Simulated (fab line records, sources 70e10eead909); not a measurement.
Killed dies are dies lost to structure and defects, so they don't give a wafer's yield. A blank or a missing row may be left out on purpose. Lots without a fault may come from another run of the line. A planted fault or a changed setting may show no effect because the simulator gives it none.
Chamber matching | flow nand_harc | NHARC_P_M1_CMP_23 on cmp-04: 4 sister chambers
The step polishes, t overpolish 20 s, target thk 157.82 nm. 7 wafers are shown with their chamber, then 8 later ones without.

WAFERS WITH THEIR CHAMBER
wafer  | chamber | motor_current_A (A) | time_to_endpoint_s (s)
L474.6 | 3       | 11.2                | 27.6
L484.1 | 0       | 11.9                | 26.5
L484.2 | 3       | 10.8                | 27.9
L486.1 | 0       | 12.7                | 26.7
L486.2 | 1       | 10.6                | 26.8
L486.4 | 2       | 11.5                | 29.4
L487.1 | 2       | 11.3                | 26.9

WAFERS WITHOUT THEIR CHAMBER
wafer  | motor_current_A (A) | time_to_endpoint_s (s)
L487.2 | 11.3                | 26.0
L487.3 | 11.6                | 28.4
L488.1 | 10.2                | 28.3
L488.3 | 12.4                | 29.7
L488.5 | 12.7                | 28.3
L489.2 | 11.3                | 29.6
L489.4 | 10.8                | 31.0
L489.5 | 11.6                | 32.1

WHICH CHAMBER EACH WENT THROUGH
wafer  | from the rows above               | in truth
L487.2 | can't be placed: 3 or 1 or 2 or 0 | 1
L487.3 | can't be placed: 2 or 3 or 0      | 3
L488.1 | can't be placed: 1 or 3 or 2      | 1
L488.3 | can't be placed: 0 or 2 or 3      | 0
L488.5 | can't be placed: 0 or 2           | 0
L489.2 | can't be placed: 2 or 3 or 1      | 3
L489.4 | can't be placed: 2 or 3 or 1      | 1
L489.5 | can't be placed: 2 or 3 or 0 or 1 | 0
Placed correctly: 0 of 8. Can't be placed from these rows: 8 (the true chamber is among the candidates in 8). Placed wrongly: 0.
How it was worked out, from the rows above alone: a wafer's distance from a chamber is the root of the sum, over the readings, of the square of ((its reading less the chamber's mean) divided by the reading's scatter). The wafer belongs to the nearest chamber; if the next one is less than 2 further off, it can't be placed. A chamber's mean is the mean of its shown wafers. The scatter: the root of (the sum of the squares of (reading less its chamber's mean) over the shown wafers, divided by (wafers less chambers)).
